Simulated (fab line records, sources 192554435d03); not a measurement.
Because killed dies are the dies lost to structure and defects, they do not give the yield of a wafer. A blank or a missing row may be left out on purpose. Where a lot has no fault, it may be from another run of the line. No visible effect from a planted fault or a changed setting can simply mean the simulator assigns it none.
A lot that was struck, set against a sound lot || flow n5 finfet || 39 steps out of a route of 1938
Sound: the wafers L909.4, L909.5, L909.6. Wafers struck: L901.2, L901.3, L901.4. The cause comes at the end.
For every step that has rows: the tool of each side, followed by ch and its chambers, followed by its first start. Under that, the readings that differ: sound wafers || struck wafers || difference of the means || sigmas: that difference in standard deviations of wafers without a fault.
alike: words and numbers the same on both sides, and readings whose means are apart by under 2 such deviations; not compared: readings that were withheld, readings missing a value for some wafer, numbers with overlapping values and no deviation given by the record, and bounds like >300 which may hide the same value.
Wherever a step has rows on one side only, a row that says differs or no value, or a row with sigmas, the two part there. Numbers that don't overlap but have no deviation are shown without sigmas and don't part them. A reading that every wafer of one side lacks parts them only if that side has two wafers or more.

first, 9 steps without rows for these wafers: N5_BEOL_M4_ANNEAL_95 (time 240 s); N5_BEOL_M4_SPUTTER_96 (material Cu, target thk 4.5 nm, time 8.29 s); N5_BEOL_M4_ECD_50 (material Cu, target thk 300 nm); N5_BEOL_M4_ANNEAL_51 (time 90 s); N5_BEOL_M4_CMP_52 (polishes, stops on SiOC, t overpolish 6.8 s, target thk 40 nm); N5_BEOL_M4_PRE_CLEAN_60 (time 15 s); N5_BEOL_M4_CO_CAP_55 (material Co, precursor CCTBA/H2, target thk 2 nm, time 102.1 s); N5_BEOL_M4_PRE_CLEAN_56 (time 15 s); N5_BEOL_M4_DEP_57 (deposits SiCN from 3MS/NH3, target thk 8 nm, time 14 s).
N5_BEOL_M4_RC_MEAS_101:
  sound on prober-02 ch 0, day 12 09:52; struck on prober-02 ch 0, day 10 08:39
  alike: DIBL_N, DIBL_P, IOFF_N, IOFF_P, ION_N, ION_P, SS_N, SS_P, VT_N, VT_P
then, 24 steps without rows for these wafers: N5_BEOL_M5_ILD_DEP_00 (deposits SiCOH lowk from DEMS/porogen, target thk 140.64 nm, time 25.9 s); N5_BEOL_M5_CURE_79 (cures SiCOH lowk, time 240 s); N5_BEOL_M5_PECVD_70 (deposits SiO2 from TEOS/O2, target thk 16 nm, time 18 s); N5_BEOL_M5_HM_DEP_02 (deposits TiN, target thk 20 nm); N5_BEOL_M5_COAT_59 (time 60 s, resist thk 60 nm); N5_BEOL_M5_COAT_60 (time 60 s, resist thk 12 nm); N5_BEOL_M5_COAT_71 (time 60 s, resist thk 5 nm); N5_BEOL_M5_COAT_05 (resist thk 30 nm); N5_BEOL_M5_EBR_07; N5_BEOL_M5_SOFTBAKE_06 (time 60 s); N5_BEOL_M5_EXPOSE_08 (exposes mask M5, target cd 28 nm); N5_BEOL_M5_PEB_09 (peb time 60 s); N5_BEOL_M5_DEVELOP_10 (develop time 30 s); N5_BEOL_M5_DESCUM_16 (chemistry O2, time 7 s); N5_BEOL_M5_ETCH_72 (etches underlayer in N2/H2, target depth 6.5 nm, time 5.2 s); N5_BEOL_M5_ETCH_61 (etches SiARC in CF4, target depth 15.6 nm, time 26 s); N5_BEOL_M5_ETCH_62 (etches SOC in N2/H2, target depth 75 nm, overetch 15 nm, time 112.5 s); N5_BEOL_M5_STRIP_63 (strips in N2/H2); N5_BEOL_M5_STRIP_73 (strips in N2/H2); N5_BEOL_M5_STRIP_64 (strips in CF4); N5_BEOL_M5_HM_OPEN_17 (chemistry Cl2/BCl3, target TiN, target depth 20 nm, overetch 6 nm); N5_BEOL_M5_STRIP_19 (strips in O2); N5_BEOL_M5_COAT_65 (time 60 s, resist thk 60 nm); N5_BEOL_M5_COAT_66 (time 60 s, resist thk 12 nm).
-- here the record skips 4 days between the struck wafers' starts before and after, leaving off in module BEOL_M5 and picking up in module BEOL_M15 (first step shown: number 1824 of the route) --
N5_BEOL_M15_CMP_49: polishes, stops on SiO2, t overpolish 4.9 s, target thk 850 nm.
  sound on cmp-03 ch 1,2,3, day 16 01:37; struck on cmp-04 ch 0,1,3, day 14 04:30
  no value came back on the struck wafers for barrier field endpoint s (s), clearing platen down force psi (psi), motor current A (A), overpolish run s (s); on the sound wafers barrier field endpoint s (s) reads 11.2 11.6 11.2
{"reading": "model.Cu_of_BEOL_M15_ECD_47.thk nm (nm)", "sound": "836.4 817.6 830.8", "struck": "1870 1878 1881", "difference": "+1048", "sigmas": ""}
N5_BEOL_M15_THK_MEAS_50: measures by xrf.
  sound: film metro-02 at day 16 01:48; struck: film metro-02 at day 14 04:46
{"reading": "M15_THK (nm)", "sound": "831 810 826", "struck": "1866 1867 1870", "difference": "+1045", "sigmas": "+48"}
N5_BEOL_M15_RS_MEAS_54: uses a four-point probe to measure.
  sound: film metro-02 at day 16 01:56; struck: film metro-01 at day 14 04:54
{"reading": "M15_RS (ohm/sq)", "sound": "0.0219 0.0224 0.0221", "struck": "0.0092 0.0092 0.0091", "difference": -0.0130, "sigmas": -24}
N5_BEOL_M15_INSPECT_55: inspects for defects (darkfield).
  sound: defect inspect-01 at day 16 01:58; struck: defect inspect-01 at day 14 04:56
{"reading": "raw defect count", "sound": "56 35 111", "struck": "6477 6458 6438", "difference": "+6390", "sigmas": "+99 or more"}
N5_PASSIVATION_PROBE_49:
  sound: prober-01 at day 16 19:58; struck: prober-01 at day 14 23:14
{"reading": "defect limited yield (%)", "sound": "92.3 91.4 89.4", "struck": "0 0 0", "difference": -91, "sigmas": -65}
{"reading": "killed_at_M4_up", "sound": "14 20 18", "struck": "1106 1099 1093", "difference": "+1082", "sigmas": "+99 or more"}
{"reading": "killed dies", "sound": "91 101 125", "struck": "1180 1180 1180", "difference": "+1074", "sigmas": "+63"}
{"reading": "killed on rim", "sound": "10 14 15", "struck": "152 152 152", "difference": "+139", "sigmas": "+35"}
{"reading": "sort n pass", "sound": "1089 1079 1055", "struck": "0 0 0", "difference": -1074, "sigmas": -63}
{"reading": "sort yield pct (%)", "sound": "92.3 91.4 89.4", "struck": "0 0 0", "difference": -91, "sigmas": -61}
  alike: killed_at_M0_to_M3, killed at contacts, killed at front end, killed at other, killed open, killed short, sort_bin_5_function, sort_bin_6_memory

== WHERE THEY PART ==
At N5_BEOL_M15_CMP_49 first; at N5_PASSIVATION_PROBE_49 last (within this record only).

WHY: what had been put in by the simulator
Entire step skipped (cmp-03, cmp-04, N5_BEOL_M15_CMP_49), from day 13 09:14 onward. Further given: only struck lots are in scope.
